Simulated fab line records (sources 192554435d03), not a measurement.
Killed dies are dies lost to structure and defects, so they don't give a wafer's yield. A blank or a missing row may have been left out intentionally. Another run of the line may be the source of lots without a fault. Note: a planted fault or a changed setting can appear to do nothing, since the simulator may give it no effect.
fab line records + flow n5_finfet
record:
- lots: 3
- wafers: 9
- last_day: 15
route steps=1938 shown BEOL_M4@1099 BEOL_M5@1112 BEOL_M9@1440 PASSIVATION@1936
lots that met no fault: from a run of the same line without faults
start_h: hours from the record's opening day to when the first of the lot's shown wafers began + wait_h: time in hours since the lot's previous step + " repeats the value in the row above + L1.1+2: a single row standing in for several wafers + - no value, or no start given + * or withheld: withheld + < > ~ a bound
route shown NAME@n: NAME is a module with steps in the file, n the number in the route of the first one + usual: mean and standard deviation over wafers with no fault + same: alike in all rows + chamber/n: place in a boat + sites: the reading at each site + _std_site: the values' standard deviation + _edge_site: the outer-site mean with the inner-site mean subtracted + radius_mm: for every site, how far away it sits from the centre of the wafer + mask NAME#n: copy n + behind: the most recent tool/chamber to have shaped the wafer + hold: why the lot went on hold/how many hours it stayed there/how the hold came to an end + device: names the non-switching transistor (n, p or np) + end of line: the tests these same wafers got at the end of their route + a step given without rows: its recipe and nothing more + killed: not the wafer's yield, but the dies lost to structure and defects at the first sort + map: shows each die of a wafer: x if killed, . if not, _ if none is there
set.NAME: the setting the step ran with; set.NAME@STEP: the setting that earlier step ran with + model.NAME: the simulator's own value behind a step, which no gauge read
lots at selected steps of the route; one table per step, one row per wafer
services: from which hour (start_h, from the record's first day; less than 0 if before it) a tool's chamber was out of use, for how many hours, and why
== steps ==
step: N5_BEOL_M4_ANNEAL_95
recipe:
- temp_c: 400
- time_s: 240
- ambient: vacuum
step: N5_BEOL_M4_SPUTTER_96
recipe:
- material: Cu
- target_thk_a: 45
- temp_c: -20
- chamber_pressure_pa: 0.07
- power_w: withheld
- time_s: 8.29
step: N5_BEOL_M4_ECD_50
recipe:
- material: Cu
- target_thk_a: 3000
step: N5_BEOL_M4_ANNEAL_51
recipe:
- temp_c: 225
- time_s: 90
- ambient: N2
step: N5_BEOL_M4_CMP_52
recipe:
- stop_on: SiOC
- t_overpolish_s: 6.8
- down_force_psi: 1
- platen_rpm: 50
- clearing_platen_down_force_psi: 1.5
- clearing_platen_rpm: 50
- post_cmp_clean: cu_alkaline
- target_thk_nm: 40
- clearing_platen_pad_velocity_m_s: 0.99484
- pad_velocity_m_s: 0.99484
step: N5_BEOL_M4_PRE_CLEAN_60
recipe:
- gas: NH3/H2
- time_s: 15
- temp_c: *
- rf_power_w: 300
step: N5_BEOL_M4_CO_CAP_55
recipe:
- material: Co
- target_thk_a: 20
- temp_c: 200
- precursor: CCTBA/H2
- pressure_torr: 30
- time_s: 102.1
step: N5_BEOL_M4_PRE_CLEAN_56
recipe:
- gas: NH3
- time_s: 15
- temp_c: withheld
- rf_power_w: 300
step: N5_BEOL_M4_DEP_57
recipe:
- material: SiCN
- target_thk_a: 80
- temp_c: withheld
- precursor: 3MS/NH3
- pressure_torr: 3
- rf_w: 202
- time_s: 14
step: N5_BEOL_M4_RC_MEAS_101
usual:
- DIBL_N: 36.3/1.7
- DIBL_P: 36.5/1.8
- IOFF_N: 0.16/0.033
- IOFF_P: 0.21/0.037
- ION_N: 675/11
- ION_P: 462/7.9
- SS_N: 71.6/0.64
- SS_P: 73.3/0.68
- VT_N: 249/3.3
- VT_P: -250/3.3
| lot.wafer | tool      | chamber | start_h | wait_h | DIBL_N[mV/V] | DIBL_P[mV/V] | IOFF_N[nA/um] | IOFF_P[nA/um] | ION_N[uA/um] | ION_P[uA/um] | SS_N[mV/dec] | SS_P[mV/dec] | VT_N[mV] | VT_P[mV] |
|-----------|-----------|---------|---------|--------|--------------|--------------|---------------|---------------|--------------|--------------|--------------|--------------|----------|----------|
| L565.1    | prober-01 | 0       | 202.13  | 0.0    | 36.6         | 38.1         | 0.19          | 0.25          | 701          | 478          | 72.2         | 74.2         | 244      | -247     |
| L565.5    | "         | 0       | "       | "      | 38.7         | 40.4         | 0.23          | 0.30          | 704          | 477          | 71.8         | 73.9         | 241      | -246     |
| L565.6    | "         | 0       | "       | "      | 35.0         | 35.7         | 0.15          | 0.20          | 672          | 461          | 71.6         | 73.2         | 248      | -252     |
| L571.1    | prober-02 | 0       | 231.02  | 0.0    | 36.1         | 36.2         | 0.17          | 0.22          | 676          | 463          | 72.2         | 73.2         | 249      | -250     |
| L571.3    | "         | 0       | "       | "      | 39.4         | 40.8         | 0.24          | 0.31          | 686          | 470          | 71.8         | 74.3         | 243      | -246     |
| L571.5    | "         | 0       | "       | "      | 37.9         | 38.3         | 0.20          | 0.25          | 680          | 463          | 72.3         | 74.7         | 245      | -250     |
| L578.1    | prober-01 | 0       | 267.45  | 0.0    | 35.8         | 34.5         | 0.14          | 0.20          | 665          | 465          | 71.5         | 71.9         | 254      | -250     |
| L578.2    | "         | 0       | "       | "      | 36.5         | 34.3         | 0.15          | 0.20          | 667          | 457          | 71.8         | 72.8         | 252      | -249     |
| L578.3    | "         | 0       | "       | "      | 38.4         | 38.6         | 0.19          | 0.27          | 675          | 465          | 72.3         | 73.7         | 249      | -246     |
step: N5_BEOL_M5_ILD_DEP_00
recipe:
- material: SiCOH_lowk
- target_thk_a: 1406.4
- temp_c: 300
- precursor: DEMS/porogen
- pressure_torr: 5
- rf_w: 500
- time_s: 25.9
step: N5_BEOL_M5_CURE_79
recipe:
- temp_c: 385
- time_s: 240
- ambient: He/Ar
- material: SiCOH_lowk
step: N5_BEOL_M5_PECVD_70
recipe:
- material: SiO2
- target_thk_a: 160
- temp_c: 400
- precursor: TEOS/O2
- pressure_torr: 5.5
- rf_w: 450
- teos_flow_sccm: 53.8
- gas: O2
- flow_sccm: 3000
- time_s: 18
step: N5_BEOL_M5_HM_DEP_02
recipe:
- material: TiN
- target_thk_a: 200
- temp_c: 25
- chamber_pressure_pa: 0.49996
step: N5_BEOL_M5_COAT_59
recipe:
- resist: SOC
- temp_c: 250
- time_s: 60
- spin_rpm: 1500
- resist_thk_nm: 60
step: N5_BEOL_M5_COAT_60
recipe:
- resist: SiARC
- temp_c: 220
- time_s: 60
- spin_rpm: 1500
- resist_thk_nm: 12
step: N5_BEOL_M5_COAT_71
recipe:
- resist: underlayer
- temp_c: 205
- time_s: 60
- spin_rpm: 1500
- resist_thk_nm: 5
step: N5_BEOL_M5_COAT_05
recipe:
- resist: CAR-EUV
- spin_rpm: 1500
- resist_thk_nm: 30
step: N5_BEOL_M5_EBR_07
recipe:
- solvent: PGMEA
- ebr_width_mm: 1.5
step: N5_BEOL_M5_SOFTBAKE_06
recipe:
- temp_c: 110
- time_s: 60
- resist: CAR-EUV
step: N5_BEOL_M5_EXPOSE_08
recipe:
- mask_id: M5
- na: 0.33
- source_shape: annular
- sigma_inner: 0.4
- sigma_outer: 0.8
- polarization: unpolarized
- target_cd_nm: 28
- dose_mj: 35.75
step: N5_BEOL_M5_PEB_09
recipe:
- peb_temp_c: 100
- peb_time_s: 60
- resist: CAR-EUV
step: N5_BEOL_M5_DEVELOP_10
recipe:
- develop_time_s: 30
- developer: TMAH
- resist: CAR-EUV
- rinse_liquid: surfactant_rinse
- dry: air_spin
- dev_temp_c: 23
step: N5_BEOL_M5_DESCUM_16
recipe:
- chemistry: O2
- time_s: 7
- source_power_w: 50
- bias_power_w: 20
- pressure_mtorr: 20
- rf_frequency_hz: 2.712e+07
- temp_c: 40
- resist: CAR-EUV
- o2_flow_sccm: 225
step: N5_BEOL_M5_ETCH_72
recipe:
- chemistry: N2/H2
- target: underlayer
- target_depth_a: 65
- mask_material: CAR-EUV
- time_s: 5.2
- ion_energy_ev: 200
- pressure_mtorr: 30
- source_w: 840
- bias_w: 150
- n2_flow_sccm: 200
- h2_flow_sccm: 200
- ends: cleared
step: N5_BEOL_M5_ETCH_61
recipe:
- chemistry: CF4
- target: SiARC
- target_depth_a: 156
- mask_material: CAR-EUV
- time_s: 26
- ion_energy_ev: 80
- pressure_mtorr: 40
- source_w: 545
- bias_w: 36
- Ar_flow_sccm: 100
- cf4_flow_sccm: 100
- ends: cleared
step: N5_BEOL_M5_ETCH_62
recipe:
- chemistry: N2/H2
- target: SOC
- target_depth_a: 750
- overetch_a: 150
- mask_material: SiARC
- temp_c: 40
- time_s: 112.5
- ion_energy_ev: 200
- pressure_mtorr: 30
- source_w: 840
- bias_w: 150
- n2_flow_sccm: 200
- h2_flow_sccm: 200
step: N5_BEOL_M5_STRIP_63
recipe:
- chemistry: N2/H2
- temp_c: 40
- n2_flow_sccm: 200
- h2_flow_sccm: 200
- rf_frequency_hz: 6e+07
step: N5_BEOL_M5_STRIP_73
recipe:
- chemistry: N2/H2
- temp_c: 40
- n2_flow_sccm: 200
- h2_flow_sccm: 200
- rf_frequency_hz: 6e+07
step: N5_BEOL_M5_STRIP_64
recipe:
- chemistry: CF4
- resist: SiARC
- power_w: 300
- bias_power_w: 75
- pressure_mtorr: 50
- cf4_flow_sccm: 150
- rf_frequency_hz: 6e+07
step: N5_BEOL_M5_HM_OPEN_17
recipe:
- chemistry: Cl2/BCl3
- target_depth_a: 200
- overetch_a: 60
- target: TiN
- mask_material: SOC
- ion_energy_ev: 150
- pressure_mtorr: 10
- icp_w: 1000
- bias_w: 126
- Cl2_flow_sccm: 53.25
- bcl3_flow_sccm: 21.75
- Ar_flow_sccm: 25
step: N5_BEOL_M5_STRIP_19
recipe:
- chemistry: O2
- power_w: 400
- temp_c: 40
- pressure_mtorr: 30
- rf_frequency_hz: 6e+07
- bias_power_w: 0
- overash_fraction: 0.2
- o2_flow_sccm: 225
step: N5_BEOL_M5_COAT_65
recipe:
- resist: SOC
- temp_c: 250
- time_s: 60
- spin_rpm: 1500
- resist_thk_nm: 60
step: N5_BEOL_M5_COAT_66
recipe:
- resist: SiARC
- temp_c: 220
- time_s: 60
- spin_rpm: 1500
- resist_thk_nm: 12
step: N5_BEOL_M9_ETCH_66
recipe:
- chemistry: N2/H2
- target: SOC
- target_depth_a: 800
- overetch_a: 160
- mask_material: SiARC
- temp_c: 40
- time_s: 120
- ion_energy_ev: 200
- pressure_mtorr: 30
- source_w: 840
- bias_w: 150
- n2_flow_sccm: 200
- h2_flow_sccm: 200
usual:
- chamber_pressure_mTorr: 30.000/0.027
- drypump_motor_current_A: 5.8/0.4
- h2_flow_sccm: 200.1/0.58
- oes_product_au: 0.58/0.061
- rf_vpp_V: 523.5/2.2
- showerhead_plenum_p_Torr: 2.53/0.077
- throttle_valve_pct: 17.82/0.27
| lot.wafer | tool        | chamber | start_h | wait_h | chamber_pressure_mTorr | drypump_motor_current_A | h2_flow_sccm | oes_product_au | rf_hours_counter_h | rf_vpp_V | showerhead_plenum_p_Torr | throttle_valve_pct | model.SiARC_of_BEOL_M9_COAT_64.thk_nm |
|-----------|-------------|---------|---------|--------|------------------------|-------------------------|--------------|----------------|--------------------|----------|--------------------------|--------------------|---------------------------------------|
| L565.1    | rie_diel-02 | 0       | 242.22  | 0.0    | 29.996                 | 5.8                     | 200.6        | 0.55           | 225                | 522.7    | 2.51                     | 18.04              | 6.4                                   |
| L565.5    | "           | 3       | "       | "      | 30.009                 | 5.8                     | 200.4        | 0.54           | -                  | 521.7    | 2.50                     | 17.78              | 6.6                                   |
| L565.6    | "           | 2       | "       | "      | 30.003                 | 6.3                     | 199.0        | 0.54           | -                  | 525.8    | 2.63                     | 17.97              | 6.4                                   |
| L571.1    | rie_diel-02 | 2       | 276.25  | 0.0    | 29.989                 | 6.2                     | 200.0        | 0.54           | 199                | 526.3    | 2.63                     | 17.97              | 7.4                                   |
| L571.3    | "           | 1       | "       | "      | 30.003                 | 6.1                     | 200.3        | 0.58           | 142                | 520.5    | 2.44                     | 18.23              | 7.2                                   |
| L571.5    | "           | 0       | "       | "      | 30.004                 | 5.8                     | 199.6        | 0.55           | -                  | 521.9    | 2.50                     | 18.06              | 7.2                                   |
| L578.1    | rie_diel-04 | 1       | 310.83  | 0.0    | 29.962                 | 5.2                     | 199.7        | 0.63           | 71                 | 526.0    | 2.58                     | 17.81              | 6.6                                   |
| L578.2    | "           | 0       | "       | "      | 30.001                 | 5.2                     | 200.2        | 0.53           | 228                | 520.2    | 2.41                     | 17.95              | 6.4                                   |
| L578.3    | "           | 2       | "       | "      | 29.990                 | 6.2                     | 199.9        | 0.54           | 194                | 523.6    | 2.52                     | 18.00              | 6.6                                   |
step: N5_PASSIVATION_PROBE_49
usual:
- defect_limited_yield: 91.3/1.5
- killed_at_M0_to_M3: 34/9.4
- killed_at_M4_up: 13/5.3
- killed_at_contacts: 13/5.7
- killed_at_front_end: 40/10
- killed_at_other: 3.7/2.8
- killed_dies: 103/17
- killed_on_rim: 13/4.2
- killed_open: 67/13
- killed_short: 35/8.5
- sort_bin_5_function: 5.0/0.98
- sort_bin_6_memory: 3.3/0.7
- sort_n_pass: 1077/17
- sort_yield_pct: 91.3/1.5
same:
- gross_dies: 1180
- killed_at_back_side: 0
- sort_bin_4_leakage[%]: 0
- sort_bin_8_speed[%]: 0
| lot.wafer | tool      | chamber | start_h | wait_h | defect_limited_yield[%] | killed_at_M0_to_M3 | killed_at_M4_up | killed_at_contacts | killed_at_front_end | killed_at_other | killed_dies | killed_on_rim | killed_open | killed_short | sort_bin_5_function[%] | sort_bin_6_memory[%] | sort_n_pass | sort_yield_pct[%] |
|-----------|-----------|---------|---------|--------|-------------------------|--------------------|-----------------|--------------------|---------------------|-----------------|-------------|---------------|-------------|--------------|------------------------|----------------------|-------------|-------------------|
| L565.1    | prober-01 | -       | 307.59  | 0.0    | 92.8                    | 26                 | 13              | 12                 | 31                  | 3               | 85          | 10            | 45          | 39           | 3.2                    | 3.1                  | 1095        | 92.8              |
| L565.5    | prober-01 | -       | 307.79  | 0.2    | 92.6                    | 24                 | 26              | 11                 | 24                  | 2               | 87          | 8             | 61          | 26           | 4.7                    | 2.5                  | 1093        | 92.6              |
| L565.6    | prober-01 | -       | 307.84  | 0.3    | 91.5                    | 33                 | 6               | 16                 | 43                  | 2               | 100         | 16            | 65          | 32           | 5.3                    | 3.1                  | 1080        | 91.5              |
| L571.1    | prober-01 | -       | 332.57  | 0.0    | 68.2                    | 322                | 13              | 13                 | 26                  | 1               | 375         | 44            | 48          | 21           | 20.9                   | 9.1                  | 805         | 68.2              |
| L571.3    | prober-01 | -       | 332.67  | 0.1    | 70.3                    | 303                | 9               | 14                 | 24                  | 1               | 351         | 44            | 37          | 30           | 18.4                   | 9.9                  | 829         | 70.3              |
| L571.5    | prober-01 | -       | 332.77  | 0.2    | 68.0                    | 308                | 17              | 17                 | 35                  | 1               | 378         | 49            | 72          | 35           | 19.3                   | 11.1                 | 802         | 68.0              |
| L578.1    | prober-02 | -       | 369.78  | 0.0    | 92.4                    | 29                 | 10              | 22                 | 28                  | 1               | 90          | 12            | 66          | 24           | 3.7                    | 3.8                  | 1090        | 92.4              |
| L578.2    | prober-02 | -       | 369.83  | 0.1    | 92.5                    | 25                 | 7               | 9                  | 40                  | 7               | 88          | 11            | 52          | 35           | 4.2                    | 2.6                  | 1092        | 92.5              |
| L578.3    | prober-02 | -       | 369.88  | 0.1    | 91.8                    | 39                 | 5               | 15                 | 36                  | 2               | 97          | 11            | 63          | 34           | 5.0                    | 2.8                  | 1083        | 91.8              |
killed by level:class
L565.1 FIN_SAQP:geometric_particle:short=10 MOL_CONTACT_COAG:geometric_particle:open=8 BEOL_M2:geometric_particle:open=7 BEOL_M1:geometric_particle:short=6 BEOL_M1:geometric_particle:open=5 GATE_CUT:geometric_particle:short=5 BEOL_M0_SAQP:geometric_particle:short=5 FIN_SAQP:geometric_particle:open=4
L565.5 MOL_CONTACT_COAG:geometric_particle:open=10 BEOL_M1:geometric_particle:open=7 BEOL_M4:geometric_particle:open=7 FIN_SAQP:geometric_particle:short=6 BEOL_M0_SAQP:geometric_particle:open=6 BEOL_M2:geometric_particle:open=6 BEOL_M6:geometric_particle:open=6 STI_FIN_REVEAL:geometric_particle:open=5
L565.6 BEOL_M2:geometric_particle:open=12 FIN_SAQP:geometric_particle:short=11 MOL_CONTACT_COAG:geometric_particle:open=11 FIN_SAQP:geometric_particle:open=10 STI_FIN_REVEAL:geometric_particle:open=10 BEOL_M1:geometric_particle:open=7 MOL_CONTACT_COAG:geometric_particle:short=5 BEOL_M0_SAQP:geometric_particle:short=5
L571.1 BEOL_M0:unspecified=304 MOL_CONTACT_COAG:geometric_particle:open=9 STI_FIN_REVEAL:geometric_particle:open=6 GATE_CUT:geometric_particle:open=6 BEOL_M3:geometric_particle:open=5 GATE_CUT:geometric_particle:short=5 MOL_CONTACT_COAG:geometric_particle:short=4 BEOL_M4:geometric_particle:open=4
L571.3 BEOL_M0:unspecified=282 MOL_CONTACT_COAG:geometric_particle:open=8 MOL_CONTACT_COAG:geometric_particle:short=6 FIN_SAQP:geometric_particle:short=5 GATE_CUT:geometric_particle:short=5 BEOL_M2:geometric_particle:open=5 STI_FIN_REVEAL:geometric_particle:open=4 BEOL_M2:geometric_particle:short=4
L571.5 BEOL_M0:unspecified=271 BEOL_M3:geometric_particle:open=16 MOL_CONTACT_COAG:geometric_particle:open=12 FIN_SAQP:geometric_particle:short=8 BEOL_M0:geometric_particle:open=7 GATE_CUT:geometric_particle:short=5 MOL_CONTACT_COAG:geometric_particle:short=5 BEOL_M1:geometric_particle:open=5
L578.1 MOL_CONTACT_COAG:geometric_particle:open=21 BEOL_M2:geometric_particle:open=9 BEOL_M0_SAQP:geometric_particle:open=8 FIN_SAQP:geometric_particle:short=6 FIN_SAQP:geometric_particle:open=5 DUMMY_GATE:geometric_particle:open=5 BEOL_M0_SAQP:geometric_particle:short=5 GATE_CUT:geometric_particle:short=4
L578.2 STI_FIN_REVEAL:geometric_particle:open=13 STI_FIN_REVEAL:geometric_particle:short=6 BEOL_M2:geometric_particle:open=6 MOL_CONTACT_COAG:geometric_particle:open=6 BEOL_M1:geometric_particle:open=6 FIN_SAQP:geometric_particle:short=4 FIN_SAQP:geometric_particle:open=3 GATE_CUT:geometric_particle:short=3
L578.3 BEOL_M3:geometric_particle:open=11 STI_FIN_REVEAL:geometric_particle:open=10 MOL_CONTACT_COAG:geometric_particle:open=10 BEOL_M0_SAQP:geometric_particle:short=7 FIN_SAQP:geometric_particle:short=6 BEOL_M0_SAQP:geometric_particle:open=6 STARTING-WAFER:geometric_particle:short=6 FIN_SAQP:geometric_particle:open=5
map L571.5 (x killed, . not)
_________________..xxx...xx.x________________
______________.xx...x.....x...x._____________
___________x......x.xxx.xxx........__________
__________.....xxxx.x...x....x..x..x_________
________....x..xx........x.xxx.xxx..x._______
_______.x.xx..xx.x...x.x....x.x.xx.xx..______
______.xx.......x...x..xx.......xxx.xx.._____
_____.xxx...x.x..x..x..x....xx..xxxxx....____
____x......xx.......x.x...x.x.xx...x..xxx.___
___......x.x...x.x...xx........x....x......__
___...x............xx.xx....x.......xxx.xxx__
__........x..xx.x.xx....x..x.x.x..x.....x..._
__.x...x..x..xx.xxxx......x.x.x.xxx.xx.xx..x_
_.x..........xxx.....x.x....x.xx..x..........
_..x.......xxx..x..x.x...x.........xx..xx...x
_x..x....x..x.xx...x...x.xx.x................
_.x.x.....x.........xxxxx....x......x..xx.x..
_x..........x.....x...........x.........x.x.x
_.........x.x.xx.xx.xx...x.x......x...x......
_x..xx.x.xxx.xx......xx..x.xx....x..xx...x...
_.x.xx.xx.x.....x....x.x......xxx..x...x....x
__xx....x....x....x......x....x...x.x.xx...x_
__.....x..xx.......xx..x.x..x..x...x..xx...._
___.....x..........x.....x...x....x.....x..__
___x......xxxx...xxxx.xx.x.xx....x...xx....__
____x...x.....xxxxx.xx.x.x...x...xxxx.x.xx___
_____..xx...x..x.......x.x.....x...x.xx..____
______........x..x........xx..x....x..xx_____
_______.....x...x.x.x.....xxxx.....x..x______
________xx..x..xxxx........x..xxx.x..._______
__________xx..x..x...x.xx.x..x..x..._________
___________.x...x..x......xx..x...x__________
______________xx...x.xx.x..x...x_____________
_________________......x.xx.x________________
map L565.6 (x killed, . not)
_________________............________________
______________.x....x.x.......x._____________
___________.....x....x.............__________
__________.....................x...._________
________.............................._______
_______.....x..............x......x....______
______..............x.....x............._____
_____..xx...............x................____
____......xx....x..x......................___
___............................x......x....__
___x...x...........................x..x....__
__.x.....x.....x...........x...............x_
__....................x....x...............x_
_...........x.......x.x.....x.........x......
_.x..x.......x...............................
_.....xx....x........x...................x.xx
_....x.xx.....x..........x...................
_.x........x..x..............................
_.....x........x..............x......x.......
_........x.............................x.....
_.....x...............x..x................x..
__..........................x......xx......._
__...........x..x..........x............x.x._
___....x............x......................__
___.................................x......__
____.........x..................x...x.....___
_____x............x.....x................____
______xx................................_____
_______........................x.x.....______
________......................x....x.._______
__________...x...xx................._________
___________.xx.............x.......__________
______________.....xx.x........._____________
_________________.....x..x...________________
== services ==
| tool        | chamber | start_h | hours | kind                          |
|-------------|---------|---------|-------|-------------------------------|
| rie_diel-04 | 1       | 229.69  | 7.4   | repair                        |
| rie_diel-02 | 3       | 267.81  | -     | clean                         |
| rie_diel-02 | 3       | 267.81  | -     | consumable_replace:focus_ring |
| rie_diel-02 | 3       | 267.81  | 36.6  | scheduled_down                |
| rie_diel-02 | 3       | 267.81  | 36.6  | vent_cycle                    |
| rie_diel-04 | -       | 273.42  | 14.6  | pm                            |
| rie_diel-02 | 0       | 279.54  | 8.0   | repair                        |
| rie_diel-02 | 0       | 289.38  | 4.3   | repair                        |
== key ==
first_sign none at tools or gauges
model_effect:
- step: N5_BEOL_M9_ETCH_66
- value: SiARC_of_BEOL_M9_COAT_64.thk_nm
- without: 6.4
- struck: 7.267
met_at N5_BEOL_M9_ETCH_66
struck_wafers L571.1,L571.3,L571.5
onset_between 242.22 276.25
earlier_fault:
- kind: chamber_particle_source
- tool: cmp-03
- chamber: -
- onset_h: 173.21
- steps: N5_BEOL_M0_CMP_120
- rate_per_visit_cm2: 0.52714
fault:
- kind: process_parameter_drift
- tool: rie_diel-02
- chamber: -
- onset_h: 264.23
- steps: N5_BEOL_M9_ETCH_66
- channel: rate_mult
- offset: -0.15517
- shape: step
